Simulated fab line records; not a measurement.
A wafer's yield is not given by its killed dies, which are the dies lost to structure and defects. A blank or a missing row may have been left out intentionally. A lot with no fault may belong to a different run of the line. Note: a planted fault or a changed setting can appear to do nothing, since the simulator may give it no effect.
fab line records | flow n5_finfet | part 2 of 2: steps 20 to 25 of 25
record: lots: 5 | wafers: 15 | last_day: 20
route steps=1938 shown BEOL_M11@1555
lots that met no fault: taken from a fault-free run of the same line
start_h: start of the lot's first displayed wafer, in hours after the record's first day | wait_h: time in hours since the lot's previous step | " identical to the entry in the row above | L1.1+2: several wafers, shown together as one row | - no value, or no start was given | * or withheld: withheld | < > ~ a bound
route shown NAME@n: names a module that has steps shown in the file, with the first one's number in the route | usual: mean/standard deviation of fault-free wafers | same: alike in all rows | chamber/n: place in a boat | sites: per-site readings | _std_site: the values' standard deviation | _edge_site: mean of outer sites minus mean of inner sites | radius_mm: how far each site lies from the wafer's centre | mask NAME#n: copy n | behind: tool/chamber where the wafer was last shaped | hold: why the lot went on hold/how many hours it stayed there/how the hold came to an end | device: the transistor (n, p or np) that didn't switch | end of line: at the end of the route, the tests of the same wafers | a step given without rows: its recipe and nothing more | killed: dies that structure and defects cost at the first sort, which is not the same as the wafer's yield | map: the dies of a wafer, with x for killed, . for not killed, _ for no die there
set.NAME: the run value of the setting; set.NAME@STEP: its run value at that earlier step | model.NAME: the simulator's own value behind a step, which no gauge read
a table for each step, a row for each wafer; lots at some steps of the route
services: from which hour (start_h, from the record's first day; less than 0 if before it) a tool's chamber was out of use, for how many hours, and why
== steps ==
step: N5_BEOL_M11_STRIP_69
recipe: chemistry: N2/H2 | temp_c: 40 | n2_flow_sccm: 200 | h2_flow_sccm: 200 | rf_frequency_hz: 6e+07
lot.wafer  | tool        | chamber | start_h | wait_h
L075.1+3+6 | rie_diel-06 | 3,0,0   | 276.16  | 0.1
L076.1+2+3 | rie_diel-06 | 2,1,0   | 295.12  | 0.1
L083.1+5+6 | rie_diel-06 | 1,2,1   | 375.43  | 0.1
L085.3+4+5 | rie_diel-06 | 1,3,0   | 386.93  | 0.1
L088.1+3+4 | rie_diel-03 | 2,1,0   | 420.86  | 0.1
step: N5_BEOL_M11_VIA_ETCH_34
recipe: chemistry: C4F6/O2 | target: SiCOH_lowk | target_depth_a: 1845 | mask_material: SOC | taper_deg: 4 | time_s: 69.2 | ion_energy_ev: 250 | pressure_mtorr: 30 | source_w: 345 | bias_w: 185 | Ar_flow_sccm: 300 | C4F6_flow_sccm: 10 | O2_flow_sccm: 10
usual: bias_w: 185.0/0.48 | drypump_motor_current_A: 5.9/0.37 | oes_product_au: 0.80/0.061 | rf_vpp_V: 663/8.1 | showerhead_plenum_p_Torr: 2.84/0.085 | throttle_valve_pct: 20.90/0.21
lot.wafer | tool        | chamber | start_h | wait_h | bias_w | drypump_motor_current_A | oes_product_au | rf_hours_counter_h | rf_vpp_V | showerhead_plenum_p_Torr | throttle_valve_pct
L075.1    | rie_diel-06 | 3       | 276.17  | 0.0    | 185.0  | 5.8                     | 0.67           | 256                | 656      | 2.69                     | 20.78
L075.3    | "           | 0       | "       | "      | 184.9  | 6.5                     | 0.74           | 171                | 669      | 2.95                     | 20.90
L075.6    | "           | 0       | "       | "      | 185.4  | 6.5                     | 0.74           | -                  | 669      | 2.95                     | 20.89
L076.1    | rie_diel-06 | 2       | 295.13  | 0.0    | 185.7  | 5.5                     | 0.77           | 138                | 662      | 2.86                     | 20.90
L076.2    | "           | 1       | "       | "      | 185.5  | 6.3                     | 0.89           | 38                 | 652      | 2.79                     | 20.98
L076.3    | "           | 0       | "       | "      | 185.2  | 6.5                     | 0.74           | 176                | 667      | 2.95                     | 20.91
L083.1    | rie_diel-06 | 1       | 375.44  | 0.0    | 185.0  | 6.2                     | 0.87           | 54                 | 651      | 2.78                     | 21.02
L083.5    | "           | 2       | "       | "      | 185.4  | 5.5                     | 0.75           | -                  | 663      | 2.86                     | 20.93
L083.6    | "           | 1       | "       | "      | 185.0  | 6.3                     | 0.86           | -                  | 650      | 2.78                     | 21.00
L085.3    | rie_diel-06 | 1       | 386.94  | 0.0    | 184.8  | 6.3                     | 0.87           | 56                 | 650      | 2.78                     | 21.00
L085.4    | "           | 3       | "       | "      | 185.6  | 5.8                     | 0.92           | 14                 | 667      | 3.02                     | 20.44
L085.5    | "           | 0       | "       | "      | 185.3  | 6.5                     | 0.73           | -                  | 668      | 2.94                     | 20.92
L088.1    | rie_diel-03 | 2       | 420.87  | 0.0    | 185.3  | 5.9                     | 0.76           | 116                | 656      | 2.87                     | 20.96
L088.3    | "           | 1       | "       | "      | 184.9  | 5.2                     | 0.92           | 24                 | 676      | 2.90                     | 20.42
L088.4    | "           | 0       | "       | "      | 185.4  | 6.0                     | 0.79           | 106                | 672      | 2.76                     | 21.16
step: N5_BEOL_M11_STRIP_73
recipe: chemistry: C4F6/O2 | resist: SiARC | rf_frequency_hz: 6e+07
lot.wafer  | tool        | chamber | start_h | wait_h
L075.1+3+6 | rie_diel-06 | 3,0,0   | 276.22  | 0.0
L076.1+2+3 | rie_diel-06 | 2,1,0   | 295.18  | 0.0
L083.1+5+6 | rie_diel-06 | 1,2,1   | 375.49  | 0.0
L085.3+4+5 | rie_diel-06 | 1,3,0   | 387.00  | 0.0
L088.1+3+4 | rie_diel-03 | 2,1,0   | 420.93  | 0.0
step: N5_BEOL_M11_STRIP_36
recipe: chemistry: N2/H2 | power_w: 450 | temp_c: 40 | pressure_mtorr: 20 | rf_frequency_hz: 6e+07 | overash_fraction: 0.3 | bias_power_w: 7 | h2_frac: 0.5 | n2_flow_sccm: 200 | h2_flow_sccm: 200
usual: drypump_motor_current_A: 5.9/0.36 | oes_product_au: 0.80/0.06 | rf_vpp_V: 59.5/1.8 | showerhead_plenum_p_Torr: 2.54/0.082 | temp_c: 40.02/0.12 | throttle_valve_pct: 23.62/0.24
lot.wafer | tool        | chamber | start_h | wait_h | drypump_motor_current_A | oes_product_au | rf_hours_counter_h | rf_vpp_V | showerhead_plenum_p_Torr | temp_c | throttle_valve_pct
L075.1    | rie_diel-06 | 3       | 276.23  | 0.0    | 5.8                     | 0.67           | 256                | 61.6     | 2.39                     | 39.84  | 23.55
L075.3    | "           | 0       | "       | "      | 6.5                     | 0.75           | 171                | 61.6     | 2.63                     | 40.05  | 23.75
L075.6    | "           | 0       | "       | "      | 6.5                     | 0.74           | -                  | 60.7     | 2.63                     | 39.93  | 23.75
L076.1    | rie_diel-06 | 2       | 295.19  | 0.0    | 5.5                     | 0.78           | 138                | 56.1     | 2.55                     | 40.09  | 23.44
L076.2    | "           | 1       | "       | "      | 6.2                     | 0.90           | 38                 | 59.6     | 2.48                     | 40.00  | 23.67
L076.3    | "           | 0       | "       | "      | 6.5                     | 0.74           | 176                | 62.7     | 2.63                     | 39.97  | 23.74
L083.1    | rie_diel-06 | 1       | 375.50  | 0.0    | 6.3                     | 0.88           | 54                 | 62.2     | 2.48                     | 39.96  | 23.70
L083.5    | "           | 2       | "       | "      | 5.5                     | 0.76           | -                  | 60.5     | 2.54                     | 40.05  | 23.51
L083.6    | "           | 1       | "       | "      | 6.3                     | 0.88           | -                  | 61.6     | 2.48                     | 39.85  | 23.71
L085.3    | rie_diel-06 | 1       | 387.01  | 0.0    | 6.2                     | 0.86           | 56                 | 62.6     | 2.48                     | 39.81  | 23.73
L085.4    | "           | 3       | "       | "      | 5.8                     | 0.93           | 15                 | 63.8     | 2.71                     | 40.01  | 23.19
L085.5    | "           | 0       | "       | "      | 6.5                     | 0.74           | -                  | 61.5     | 2.62                     | 39.87  | 23.79
L088.1    | rie_diel-03 | 2       | 420.94  | 0.0    | 5.9                     | 0.77           | 116                | 62.3     | 2.56                     | 39.93  | 23.78
L088.3    | "           | 1       | "       | "      | 5.2                     | 0.90           | 24                 | 58.8     | 2.59                     | 39.96  | 23.23
L088.4    | "           | 0       | "       | "      | 6.0                     | 0.80           | 106                | 61.5     | 2.46                     | 39.96  | 23.83
step: N5_BEOL_M11_TRENCH_ETCH_37
recipe: chemistry: C4F6/O2 | target_depth_a: 1488.3 | target: SiCOH_lowk | time_s: 48 | ion_energy_ev: 250 | pressure_mtorr: 30 | source_w: 345 | bias_w: 185 | Ar_flow_sccm: 300 | C4F6_flow_sccm: 10 | O2_flow_sccm: 10
usual: bias_w: 184.9/0.56 | drypump_motor_current_A: 5.9/0.37 | oes_product_au: 0.80/0.061 | rf_vpp_V: 663/8.1 | showerhead_plenum_p_Torr: 2.84/0.086 | throttle_valve_pct: 20.92/0.2
lot.wafer | tool        | chamber | start_h | wait_h | bias_w | drypump_motor_current_A | oes_product_au | rf_hours_counter_h | rf_vpp_V | showerhead_plenum_p_Torr | throttle_valve_pct
L075.1    | rie_diel-06 | 3       | -       | -      | 183.8  | 5.8                     | 0.67           | 257                | 656      | 2.69                     | 20.82
L075.3    | "           | 0       | "       | "      | 184.0  | 6.5                     | 0.74           | 171                | 667      | 2.95                     | 20.92
L075.6    | "           | 0       | "       | "      | 184.3  | 6.5                     | 0.74           | -                  | 669      | 2.95                     | 20.92
L076.1    | rie_diel-06 | 2       | -       | -      | 184.9  | 5.5                     | 0.77           | 138                | 662      | 2.86                     | 20.92
L076.2    | "           | 1       | "       | "      | 184.3  | 6.2                     | 0.89           | 38                 | 652      | 2.79                     | 21.00
L076.3    | "           | 0       | "       | "      | 184.4  | 6.5                     | 0.74           | 176                | 668      | 2.95                     | 20.92
L083.1    | rie_diel-06 | 1       | -       | -      | 184.9  | 6.3                     | 0.86           | 55                 | 650      | 2.78                     | 21.01
L083.5    | "           | 2       | "       | "      | 185.0  | 5.5                     | 0.76           | -                  | 662      | 2.86                     | 20.96
L083.6    | "           | 1       | "       | "      | 185.3  | 6.3                     | 0.86           | -                  | 652      | 2.78                     | 21.02
L085.3    | rie_diel-06 | 1       | -       | -      | 184.3  | 6.3                     | 0.86           | 56                 | 651      | 2.78                     | 21.02
L085.4    | "           | 3       | "       | "      | 185.2  | 5.8                     | 0.92           | 15                 | 666      | 3.02                     | 20.46
L085.5    | "           | 0       | "       | "      | 184.2  | 6.5                     | 0.72           | -                  | 669      | 2.94                     | 20.94
L088.1    | rie_diel-03 | 2       | -       | -      | 184.8  | 5.9                     | 0.76           | 116                | 657      | 2.87                     | 21.00
L088.3    | "           | 1       | "       | "      | 184.7  | 5.2                     | 0.91           | 24                 | 673      | 2.90                     | 20.44
L088.4    | "           | 0       | "       | "      | 184.9  | 6.0                     | 0.79           | 106                | 670      | 2.76                     | 21.17
step: N5_BEOL_M11_ETCH_41
recipe: chemistry: CH3F/O2 | target: SiCN | target_depth_a: 426 | taper_deg: 2 | time_s: 86 | ion_energy_ev: 120 | mask_material: TiN | pressure_mtorr: 30 | source_w: 395 | bias_w: 75 | Ar_flow_sccm: 150 | CH3F_flow_sccm: 30 | O2_flow_sccm: 20
usual: bias_w: 74.99/0.24 | drypump_motor_current_A: 5.9/0.36 | oes_product_au: 0.80/0.061 | rf_vpp_V: 297.3/1.5 | showerhead_plenum_p_Torr: 2.00/0.063 | throttle_valve_pct: 16.30/0.2
lot.wafer | tool        | chamber | start_h | wait_h | bias_w | drypump_motor_current_A | oes_product_au | rf_hours_counter_h | rf_vpp_V | showerhead_plenum_p_Torr | throttle_valve_pct
L075.1    | rie_diel-06 | 3       | -       | -      | 75.04  | 5.8                     | 0.67           | 257                | 294.5    | 1.88                     | 16.30
L075.3    | "           | 0       | "       | "      | 74.71  | 6.5                     | 0.75           | 171                | 298.6    | 2.08                     | 16.34
L075.6    | "           | 0       | "       | "      | 74.56  | 6.5                     | 0.74           | -                  | 299.0    | 2.08                     | 16.32
L076.1    | rie_diel-06 | 2       | -       | -      | 74.62  | 5.5                     | 0.77           | 138                | 297.9    | 2.01                     | 16.32
L076.2    | "           | 1       | "       | "      | 74.60  | 6.2                     | 0.89           | 38                 | 296.0    | 1.96                     | 16.34
L076.3    | "           | 0       | "       | "      | 74.90  | 6.5                     | 0.74           | 176                | 299.5    | 2.08                     | 16.35
L083.1    | rie_diel-06 | 1       | -       | -      | 75.07  | 6.3                     | 0.86           | 55                 | 296.7    | 1.95                     | 16.39
L083.5    | "           | 2       | "       | "      | 75.33  | 5.5                     | 0.75           | -                  | 297.5    | 2.01                     | 16.34
L083.6    | "           | 1       | "       | "      | 75.18  | 6.3                     | 0.86           | -                  | 296.5    | 1.95                     | 16.38
L085.3    | rie_diel-06 | 1       | -       | -      | 75.06  | 6.2                     | 0.86           | 56                 | 296.1    | 1.95                     | 16.37
L085.4    | "           | 3       | "       | "      | 74.75  | 5.8                     | 0.92           | 15                 | 299.5    | 2.13                     | 15.82
L085.5    | "           | 0       | "       | "      | 75.09  | 6.5                     | 0.72           | -                  | 297.1    | 2.07                     | 16.37
L088.1    | rie_diel-03 | 2       | -       | -      | 74.92  | 5.9                     | 0.77           | 116                | 298.1    | 2.01                     | 16.36
L088.3    | "           | 1       | "       | "      | 74.87  | 5.1                     | 0.92           | 24                 | 296.1    | 2.04                     | 15.83
L088.4    | "           | 0       | "       | "      | 75.05  | 6.0                     | 0.80           | 106                | 298.0    | 1.94                     | 16.54
== services ==
tool            | chamber | start_h | hours | kind
rie_diel-01     | 2       | 254.21  | 11.8  | repair
arfi_scanner-03 | -       | 256.56  | 1.3   | pm
rie_metal-02    | -       | 259.57  | 1.4   | pm
arfi_scanner-03 | -       | 263.88  | 3.9   | pm
rie_diel-06     | 3       | 270.58  | 2.7   | repair
rie_metal-02    | 1       | 291.93  | 7.4   | repair
rie_diel-06     | 3       | 293.02  | -     | clean
rie_diel-06     | 3       | 293.02  | -     | consumable_replace:focus_ring
rie_diel-06     | 3       | 293.02  | -     | consumable_replace:showerhead
rie_metal-01    | -       | 300.39  | 1.4   | pm
arfi_scanner-02 | -       | 310.53  | 1.0   | pm
arfi_scanner-02 | -       | 315.88  | 0.8   | repair
rie_diel-01     | 0       | 323.77  | 1.3   | repair
arfi_scanner-02 | -       | 339.59  | 1.3   | pm
arfi_scanner-03 | -       | 339.68  | 2.4   | repair
arfi_scanner-02 | -       | 367.52  | 0.5   | repair
arfi_scanner-03 | -       | 382.06  | 1.3   | pm
arfi_scanner-02 | -       | 384.33  | 3.1   | pm
arfi_scanner-03 | -       | 386.63  | 1.0   | pm
arfi_scanner-02 | -       | 387.45  | 1.0   | pm
arfi_scanner-02 | -       | 395.29  | 0.8   | pm
arfi_scanner-03 | -       | 401.06  | 0.8   | pm
rie_metal-01    | -       | 405.32  | 0.6   | repair
arfi_scanner-03 | -       | 409.71  | 4.9   | pm
